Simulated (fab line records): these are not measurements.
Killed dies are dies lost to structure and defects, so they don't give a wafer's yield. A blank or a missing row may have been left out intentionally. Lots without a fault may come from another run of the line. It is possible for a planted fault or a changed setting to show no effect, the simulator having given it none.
Matching of chambers || flow n5 finfet || N5_BEOL_M2_ETCH_64 on rie diel-02 has 4 sister chambers
The step etches SOC in N2/H2, target depth 75 nm, overetch 22.5 nm, time 121.9 s. 4 wafers are shown with their chamber, then 7 later ones without.

== WAFERS, EACH WITH ITS CHAMBER ==
{"wafer": "L078.4", "chamber": 3, "drypump motor current A (A)": 5.8}
{"wafer": "L080.2", "chamber": 1, "drypump motor current A (A)": 5.6}
{"wafer": "L082.3", "chamber": 2, "drypump motor current A (A)": 4.9}
{"wafer": "L082.5", "chamber": 0, "drypump motor current A (A)": 6.2}

== WAFERS MISSING THEIR CHAMBER ==
{"wafer": "L082.6", "drypump motor current A (A)": 5.7}
{"wafer": "L087.3", "drypump motor current A (A)": 6.2}
{"wafer": "L087.4", "drypump motor current A (A)": 4.9}
{"wafer": "L087.6", "drypump motor current A (A)": 5.8}
{"wafer": "L094.1", "drypump motor current A (A)": 4.9}
{"wafer": "L094.2", "drypump motor current A (A)": 6.2}
{"wafer": "L094.6", "drypump motor current A (A)": 5.6}

== WHICH CHAMBER EACH WENT THROUGH ==
{"wafer": "L082.6", "from the rows above": "can't be placed: 3 or 1", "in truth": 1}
{"wafer": "L087.3", "from the rows above": 0, "in truth": 0}
{"wafer": "L087.4", "from the rows above": 2, "in truth": 2}
{"wafer": "L087.6", "from the rows above": 3, "in truth": 3}
{"wafer": "L094.1", "from the rows above": 2, "in truth": 2}
{"wafer": "L094.2", "from the rows above": 0, "in truth": 0}
{"wafer": "L094.6", "from the rows above": 1, "in truth": 1}
Correctly placed: 6 of 7. Can't be placed from these rows: 1 (the true chamber is among the candidates in 1). Wrongly placed: 0.
How it was worked out, from the rows above alone: a wafer's distance from a chamber is the root of the sum, over the readings, of the square of ((its reading less the chamber's mean) divided by the reading's scatter). The wafer belongs to the nearest chamber; if the next one is less than 2 further off, it can't be placed. The mean given for a chamber averages the wafers shown for that chamber. The scatter: root of mean squared gap, hidden wafer to nearest shown wafer, with one shown wafer a chamber.
